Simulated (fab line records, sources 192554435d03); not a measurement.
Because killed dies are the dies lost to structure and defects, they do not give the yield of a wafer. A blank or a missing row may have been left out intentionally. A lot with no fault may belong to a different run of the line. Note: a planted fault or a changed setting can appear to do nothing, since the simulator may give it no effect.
Which tool did it? | flow n5_finfet | 72 wafers from 24 lots sampled at 6 of the route's 1938 steps

## WHAT EACH GAUGE READ, for each wafer
N5_BEOL_M8_INSPECT_58: inspects for defects (darkfield). Usual: raw_defect_count at 68, with a standard deviation of 23.
lot  | measured     | on                | raw_defect_count | flag
L074 | day 10 22:09 | defect_inspect-02 | 58 69 86         |
L075 | day 11 18:44 | defect_inspect-01 | 62 71 72         |
L078 | day 11 23:39 | defect_inspect-01 | 108 85 53        |
L076 | day 12 04:19 | defect_inspect-01 | 68 36 45         |
L077 | day 12 04:46 | defect_inspect-02 | 41 80 90         |
L079 | day 12 12:43 | defect_inspect-02 | 56 58 64         |
L083 | day 13 00:50 | defect_inspect-01 | 30 67 82         |
L082 | day 13 01:57 | defect_inspect-01 | 71 89 94         |
L080 | day 13 09:56 | defect_inspect-01 | 93 52 36         |
L081 | day 13 14:40 | defect_inspect-01 | 35 43 66         |
L084 | day 13 19:56 | defect_inspect-01 | 98 55 52         |
L085 | day 14 03:02 | defect_inspect-02 | 54 70 100        |
L088 | day 14 12:02 | defect_inspect-01 | 76 80 83         |
L087 | day 14 20:50 | defect_inspect-02 | 47 52 52         |
L089 | day 14 22:47 | defect_inspect-01 | 63 46 42         |
L086 | day 15 05:52 | defect_inspect-02 | 35 27 39         |
L091 | day 15 07:30 | defect_inspect-02 | 57 82 93         |
L093 | day 15 22:47 | defect_inspect-01 | 68 73 71         |
L092 | day 16 00:48 | defect_inspect-01 | 76 55 70         |
L090 | day 16 05:37 | defect_inspect-02 | 67 42 48         |
L094 | day 16 13:38 | defect_inspect-02 | 44 67 52         |
L096 | day 16 19:11 | defect_inspect-01 | 62 37 80         |
L097 | day 17 07:44 | defect_inspect-01 | 76 70 84         |
L095 | day 17 11:59 | defect_inspect-02 | 52 50 108        |

N5_BEOL_M10_CD_MEAS_28: the cd target is 70 nm. Usual: cd_nm at 69.7 nm, with a standard deviation of 1.1.
lot  | measured     | on        | cd_nm (nm)     | flag
L074 | day 11 13:28 | cd_sem-01 | 68.7 68.0 68.4 |
L075 | day 12 05:44 | cd_sem-02 | 68.2 69.9 69.6 |
L078 | day 12 10:04 | cd_sem-03 | 70.1 69.4 69.0 |
L076 | day 12 14:29 | cd_sem-03 | 70.2 70.2 70.3 |
L077 | day 12 18:08 | cd_sem-03 | 69.2 71.1 69.4 |
L079 | day 13 02:58 | cd_sem-03 | 71.8 70.2 69.6 |
L083 | day 13 10:50 | cd_sem-03 | 67.7 70.3 69.7 |
L082 | day 13 13:02 | cd_sem-03 | 69.4 69.7 69.9 |
L080 | day 13 23:44 | cd_sem-03 | 70.0 68.4 69.5 |
L081 | day 14 08:39 | cd_sem-02 | 70.5 71.1 68.1 |
L084 | day 14 11:53 | cd_sem-02 | 70.4 70.9 70.6 |
L085 | day 14 17:19 | cd_sem-03 | 71.4 69.7 68.3 |
L088 | day 15 01:13 | cd_sem-03 | 71.3 70.7 69.3 |
L087 | day 15 08:06 | cd_sem-02 | 68.6 68.9 70.2 |
L089 | day 15 14:45 | cd_sem-03 | 70.9 68.4 69.0 |
L086 | day 15 14:47 | cd_sem-03 | 70.6 71.1 71.3 |
L091 | day 15 17:53 | cd_sem-03 | 70.1 68.4 69.2 |
L093 | day 16 08:10 | cd_sem-02 | 68.9 68.5 69.6 |
L092 | day 16 10:21 | cd_sem-03 | 69.6 69.3 68.5 |
L090 | day 16 23:26 | cd_sem-01 | 67.3 70.1 69.5 |
L094 | day 17 07:30 | cd_sem-02 | 71.1 72.0 70.6 |
L096 | day 17 11:17 | cd_sem-02 | 70.7 70.7 70.4 |
L097 | day 17 22:14 | cd_sem-03 | 71.6 67.4 69.7 |
L095 | day 18 05:26 | cd_sem-03 | 67.1 69.5 69.9 |

N5_BEOL_M11_CD_MEAS_18: pitch 140 nm, target cd 70 nm. Usual: cd_nm at 69.4 nm, with a standard deviation of 0.78.
lot  | measured     | on        | cd_nm (nm)     | flag
L074 | day 11 18:48 | cd_sem-03 | 69.1 69.3 68.7 |
L075 | day 12 11:19 | cd_sem-01 | 70.8 71.0 70.0 |
L078 | day 12 16:42 | cd_sem-02 | 69.2 70.1 68.6 |
L076 | day 12 20:31 | cd_sem-02 | 70.3 69.2 69.3 |
L077 | day 13 01:17 | cd_sem-02 | 70.8 70.0 69.9 |
L079 | day 13 08:56 | cd_sem-02 | 68.9 69.2 69.2 |
L083 | day 13 16:48 | cd_sem-03 | 68.2 69.2 69.2 |
L082 | day 13 19:19 | cd_sem-02 | 68.7 68.8 68.0 |
L080 | day 14 06:20 | cd_sem-02 | 69.6 70.3 70.1 |
L081 | day 14 14:55 | cd_sem-03 | 71.8 69.1 70.0 |
L084 | day 14 18:05 | cd_sem-03 | 69.3 69.8 69.3 |
L085 | day 14 23:54 | cd_sem-03 | 68.5 69.1 70.1 |
L088 | day 15 10:10 | cd_sem-02 | 67.9 69.7 68.4 |
L087 | day 15 14:01 | cd_sem-03 | 69.7 69.6 69.2 |
L089 | day 15 23:33 | cd_sem-03 | 70.1 69.8 68.6 |
L086 | day 16 00:00 | cd_sem-03 | 70.2 69.3 69.9 |
L091 | day 16 00:08 | cd_sem-03 | 68.4 69.5 68.7 |
L093 | day 16 18:49 | cd_sem-02 | 69.4 69.4 71.3 |
L092 | day 16 19:05 | cd_sem-01 | 68.9 68.8 69.7 |
L090 | day 17 19:07 | cd_sem-01 | 70.7 70.1 70.0 |
L094 | day 17 19:09 | cd_sem-03 | 69.0 71.0 69.7 |
L096 | day 17 22:40 | cd_sem-03 | 69.9 68.4 69.1 |
L097 | day 18 07:01 | cd_sem-03 | 70.2 67.5 69.5 |
L095 | day 18 12:57 | cd_sem-01 | 69.2 69.7 67.9 |

## EACH LOT AND THE TOOL THAT RAN IT (in order: tool; ch and the chambers of the sampled wafers; start)
lot  | N5_BEOL_M10_ETCH_65                | N5_BEOL_M10_STRIP_36               | N5_BEOL_M10_DEP_56
L074 | rie_diel-05 ch 1,2, day 11 13:36   | rie_diel-05 ch 1,2, day 11 13:50   | pecvd-01 ch 0,2, day 11 16:38
L075 | rie_diel-05 ch 0,1, day 12 05:51   | rie_diel-05 ch 0,1, day 12 06:05   | pecvd-01 ch 1,2, day 12 08:35
L078 | rie_diel-04 ch 1,2, day 12 10:37   | rie_diel-04 ch 1,2, day 12 10:58   | pecvd-01 ch 0,2, day 12 13:58
L076 | rie_diel-05 ch 0,1, day 12 14:54   | rie_diel-05 ch 0,1, day 12 15:08   | pecvd-03 ch 1,2, day 12 17:28
L077 | rie_diel-05 ch 0,1,3, day 12 18:16 | rie_diel-05 ch 0,1,3, day 12 18:30 | pecvd-01 ch 1,2, day 12 22:07
L079 | rie_diel-04 ch 0,1,2, day 13 03:05 | rie_diel-04 ch 0,1,2, day 13 03:19 | pecvd-04 ch 0,1, day 13 06:06
L083 | rie_diel-04 ch 0,1,2, day 13 11:05 | rie_diel-04 ch 0,1,2, day 13 11:19 | pecvd-04 ch 0,1, day 13 14:30
L082 | rie_diel-01 ch 0,1,2, day 13 13:10 | rie_diel-01 ch 0,1,2, day 13 13:24 | pecvd-03 ch 1,2, day 13 16:30
L080 | rie_diel-01 ch 0,1,2, day 13 23:51 | rie_diel-01 ch 0,1,2, day 14 00:05 | pecvd-04 ch 0,2, day 14 02:50
L081 | rie_diel-05 ch 0,1,2, day 14 08:46 | rie_diel-05 ch 0,1,2, day 14 09:00 | pecvd-04 ch 1,2, day 14 12:12
L084 | rie_diel-05 ch 2,3, day 14 12:19   | rie_diel-05 ch 2,3, day 14 12:34   | pecvd-01 ch 0,1, day 14 15:13
L085 | rie_diel-05 ch 0,1,3, day 14 17:27 | rie_diel-05 ch 0,1,3, day 14 17:41 | pecvd-01 ch 1,2, day 14 20:50
L088 | rie_diel-01 ch 0,3, day 15 01:22   | rie_diel-01 ch 0,3, day 15 01:37   | pecvd-03 ch 0,1,2, day 15 05:55
L087 | rie_diel-05 ch 0,2,3, day 15 08:14 | rie_diel-05 ch 0,2,3, day 15 08:28 | pecvd-04 ch 0,1, day 15 11:11
L089 | rie_diel-05 ch 1,2,3, day 15 14:59 | rie_diel-05 ch 1,2,3, day 15 15:13 | pecvd-03 ch 0,1, day 15 19:45
L086 | rie_diel-04 ch 1,2,3, day 15 15:21 | rie_diel-04 ch 1,2,3, day 15 15:35 | pecvd-01 ch 0,1, day 15 20:28
L091 | rie_diel-04 ch 1,2,3, day 15 18:06 | rie_diel-04 ch 1,2,3, day 15 18:20 | pecvd-04 ch 0,1, day 15 21:12
L093 | rie_diel-05 ch 0,2, day 16 08:59   | rie_diel-05 ch 0,2, day 16 09:13   | pecvd-01 ch 0,1,2, day 16 13:05
L092 | rie_diel-04 ch 2,3, day 16 10:28   | rie_diel-04 ch 2,3, day 16 10:43   | pecvd-03 ch 0,2, day 16 13:33
L090 | rie_diel-04 ch 2,3, day 16 23:34   | rie_diel-04 ch 2,3, day 16 23:48   | pecvd-01 ch 0,1,2, day 17 02:18
L094 | rie_diel-01 ch 0,3, day 17 07:37   | rie_diel-01 ch 0,3, day 17 07:52   | pecvd-01 ch 0,1,2, day 17 11:17
L096 | rie_diel-05 ch 0,1,3, day 17 11:24 | rie_diel-05 ch 0,1,3, day 17 11:38 | pecvd-03 ch 0,1,2, day 17 17:52
L097 | rie_diel-01 ch 1,2,3, day 17 22:22 | rie_diel-01 ch 1,2,3, day 17 22:36 | pecvd-01 ch 0,1,2, day 18 01:28
L095 | rie_diel-04 ch 0,2,3, day 18 05:34 | rie_diel-04 ch 0,2,3, day 18 05:48 | pecvd-01 ch 0,1,2, day 18 08:47
- N5_BEOL_M10_ETCH_65: etches SiARC in CF4, target depth 39 nm, time 65 s.
- N5_BEOL_M10_STRIP_36: strips in N2/H2.
- N5_BEOL_M10_DEP_56: deposits SiCN from 3MS/NH3, target thk 15 nm, time 26.5 s.

## WHAT THE TOOLS THEMSELVES READ (means of the sampled wafers that have a number; where no wafer has one, the mark that the record gives instead)
N5_BEOL_M10_ETCH_65. Usual: drypump_motor_current_A 5.6 A, standard deviation 0.39; etch_rf_on_time_s 63.9 s, standard deviation 2; oes_product_au 0.68 a.u., standard deviation 0.082; rf_vpp_V 184.0 V, standard deviation 1.3; showerhead_plenum_p_Torr 2.14 Torr, standard deviation 0.089; throttle_valve_pct 15.61 %, standard deviation 0.29.
lot  | tool        | drypump_motor_current_A (A) | etch_rf_on_time_s (s) | oes_product_au (a.u.) | rf_vpp_V (V) | showerhead_plenum_p_Torr (Torr) | throttle_valve_pct (%) | flag
L074 | rie_diel-05 | 5.6                         | 65.6                  | 0.61                  | 184.6        | 2.17                            | 15.81                  |
L075 | rie_diel-05 | 5.8                         | 63.7                  | 0.64                  | 184.1        | 2.09                            | 15.73                  |
L078 | rie_diel-04 | 5.8                         | 62.9                  | 0.69                  | 183.9        | 2.15                            | 15.91                  |
L076 | rie_diel-05 | 5.5                         | 65.3                  | 0.62                  | 182.7        | 2.05                            | 15.62                  |
L077 | rie_diel-05 | 5.6                         | 63.3                  | 0.70                  | 184.7        | 2.14                            | 15.51                  |
L079 | rie_diel-04 | 5.9                         | 64.1                  | 0.66                  | 184.3        | 2.12                            | 15.70                  |
L083 | rie_diel-04 | 5.9                         | 64.9                  | 0.65                  | 183.8        | 2.12                            | 15.72                  |
L082 | rie_diel-01 | 5.7                         | 65.0                  | 0.67                  | 184.3        | 2.17                            | 15.55                  |
L080 | rie_diel-01 | 5.8                         | 65.4                  | 0.67                  | 184.8        | 2.17                            | 15.56                  |
L081 | rie_diel-05 | 5.5                         | 64.7                  | 0.67                  | 183.4        | 2.11                            | 15.59                  |
L084 | rie_diel-05 | 5.3                         | 63.1                  | 0.79                  | 185.1        | 2.22                            | 15.31                  |
L085 | rie_diel-05 | 5.5                         | 63.8                  | 0.68                  | 184.3        | 2.14                            | 15.54                  |
L088 | rie_diel-01 | 5.9                         | 64.1                  | 0.71                  | 183.8        | 2.13                            | 15.55                  |
L087 | rie_diel-05 | 5.3                         | 64.3                  | 0.72                  | 184.1        | 2.16                            | 15.37                  |
L089 | rie_diel-05 | 5.6                         | 62.9                  | 0.73                  | 186.2        | 2.19                            | 15.49                  |
L086 | rie_diel-04 | 5.7                         | 62.7                  | 0.64                  | 183.5        | 2.09                            | 15.90                  |
L091 | rie_diel-04 | 5.7                         | 62.8                  | 0.64                  | 182.8        | 2.09                            | 15.90                  |
L093 | rie_diel-05 | 5.2                         | 64.2                  | 0.77                  | 185.0        | 2.21                            | 15.30                  |
L092 | rie_diel-04 | 5.6                         | 62.5                  | 0.67                  | 184.3        | 2.13                            | 15.88                  |
L090 | rie_diel-04 | 5.6                         | 61.4                  | 0.66                  | 184.5        | 2.13                            | 15.90                  |
L094 | rie_diel-01 | 5.8                         | 64.3                  | 0.70                  | 183.9        | 2.13                            | 15.58                  |
L096 | rie_diel-05 | 5.6                         | 63.7                  | 0.72                  | 185.1        | 2.22                            | 15.42                  |
L097 | rie_diel-01 | 5.3                         | 66.7                  | 0.67                  | 183.3        | 2.12                            | 15.58                  |
L095 | rie_diel-04 | 5.6                         | 62.9                  | 0.64                  | 184.0        | 2.10                            | 15.69                  |

N5_BEOL_M10_STRIP_36. Usual: drypump_motor_current_A 5.6 A, standard deviation 0.39; oes_product_au 0.79 a.u., standard deviation 0.1; rf_vpp_V 58.9 V, standard deviation 2; showerhead_plenum_p_Torr 2.52 Torr, standard deviation 0.098; throttle_valve_pct 23.5 %, standard deviation 0.4.
lot  | tool        | drypump_motor_current_A (A) | oes_product_au (a.u.) | rf_vpp_V (V) | showerhead_plenum_p_Torr (Torr) | throttle_valve_pct (%) | flag
L074 | rie_diel-05 | 5.6                         | 0.72                  | 59.1         | 2.54                            | 23.4                   |
L075 | rie_diel-05 | 5.9                         | 0.75                  | 60.1         | 2.47                            | 23.8                   |
L078 | rie_diel-04 | 5.8                         | 0.81                  | 60.0         | 2.52                            | 23.7                   |
L076 | rie_diel-05 | 5.5                         | 0.72                  | 58.6         | 2.44                            | 23.8                   |
L077 | rie_diel-05 | 5.6                         | 0.82                  | 57.8         | 2.53                            | 23.5                   |
L079 | rie_diel-04 | 5.9                         | 0.77                  | 59.4         | 2.51                            | 23.6                   |
L083 | rie_diel-04 | 5.8                         | 0.75                  | 56.8         | 2.51                            | 23.7                   |
L082 | rie_diel-01 | 5.8                         | 0.79                  | 57.3         | 2.59                            | 23.7                   |
L080 | rie_diel-01 | 5.8                         | 0.78                  | 58.4         | 2.59                            | 23.7                   |
L081 | rie_diel-05 | 5.5                         | 0.79                  | 59.8         | 2.48                            | 23.6                   |
L084 | rie_diel-05 | 5.4                         | 0.92                  | 60.4         | 2.59                            | 22.9                   |
L085 | rie_diel-05 | 5.6                         | 0.78                  | 58.8         | 2.52                            | 23.5                   |
L088 | rie_diel-01 | 5.9                         | 0.83                  | 58.9         | 2.51                            | 23.3                   |
L087 | rie_diel-05 | 5.3                         | 0.83                  | 59.9         | 2.54                            | 23.2                   |
L089 | rie_diel-05 | 5.6                         | 0.85                  | 58.6         | 2.57                            | 23.2                   |
L086 | rie_diel-04 | 5.7                         | 0.74                  | 58.5         | 2.45                            | 23.7                   |
L091 | rie_diel-04 | 5.7                         | 0.73                  | 59.5         | 2.45                            | 23.7                   |
L093 | rie_diel-05 | 5.2                         | 0.92                  | 58.1         | 2.60                            | 23.2                   |
L092 | rie_diel-04 | 5.6                         | 0.77                  | 59.9         | 2.50                            | 23.6                   |
L090 | rie_diel-04 | 5.6                         | 0.77                  | 58.4         | 2.50                            | 23.6                   |
L094 | rie_diel-01 | 5.8                         | 0.81                  | 59.0         | 2.50                            | 23.3                   |
L096 | rie_diel-05 | 5.6                         | 0.84                  | 58.7         | 2.62                            | 23.5                   |
L097 | rie_diel-01 | 5.3                         | 0.79                  | 58.5         | 2.51                            | 23.7                   |
L095 | rie_diel-04 | 5.6                         | 0.74                  | 58.9         | 2.49                            | 23.6                   |

N5_BEOL_M10_DEP_56. Usual: showerhead_plenum_p_Torr 3.666 Torr, standard deviation 0.014; throttle_valve_pct 9.4 %, standard deviation 0.73.
lot  | tool     | showerhead_plenum_p_Torr (Torr) | throttle_valve_pct (%) | flag
L074 | pecvd-01 | 3.663                           | 9.2                    |
L075 | pecvd-01 | 3.664                           | 9.1                    |
L078 | pecvd-01 | 3.658                           | 9.2                    |
L076 | pecvd-03 | 3.648                           | 9.0                    |
L077 | pecvd-01 | 3.666                           | 8.8                    |
L079 | pecvd-04 | 3.683                           | 10.1                   |
L083 | pecvd-04 | 3.683                           | 9.9                    |
L082 | pecvd-03 | 3.661                           | 8.8                    |
L080 | pecvd-04 | 3.658                           | 9.1                    |
L081 | pecvd-04 | 3.661                           | 10.4                   |
L084 | pecvd-01 | 3.663                           | 9.3                    |
L085 | pecvd-01 | 3.666                           | 9.1                    |
L088 | pecvd-03 | 3.672                           | 9.4                    |
L087 | pecvd-04 | 3.681                           | 10.4                   |
L089 | pecvd-03 | 3.683                           | 10.0                   |
L086 | pecvd-01 | 3.662                           | 9.3                    |
L091 | pecvd-04 | 3.672                           | 10.6                   |
L093 | pecvd-01 | 3.663                           | 8.9                    |
L092 | pecvd-03 | 3.663                           | 9.5                    |
L090 | pecvd-01 | 3.657                           | 9.1                    |
L094 | pecvd-01 | 3.661                           | 9.1                    |
L096 | pecvd-03 | 3.667                           | 9.3                    |
L097 | pecvd-01 | 3.663                           | 9.2                    |
L095 | pecvd-01 | 3.668                           | 9.1                    |

## THE ANSWER, worked out from the rows above alone
Rule: lot off if the mean of its wafers having a number is beyond 3 standard deviations from the usual mean. Also off: a lot with no number at a reading for which 4 or more lots have one. Where the step has rows for the other lots, those lots are counted as sound. First the gauges in route order, then the tools' own readings, where a lot's mean is used as printed above. At the first step where some lot is off, the reading lying furthest off is the one used; lots without a number count as furthest.
None of the lots is off at any reading shown; this tells nothing.

## WHAT WAS PUT IN BY THE SIMULATOR
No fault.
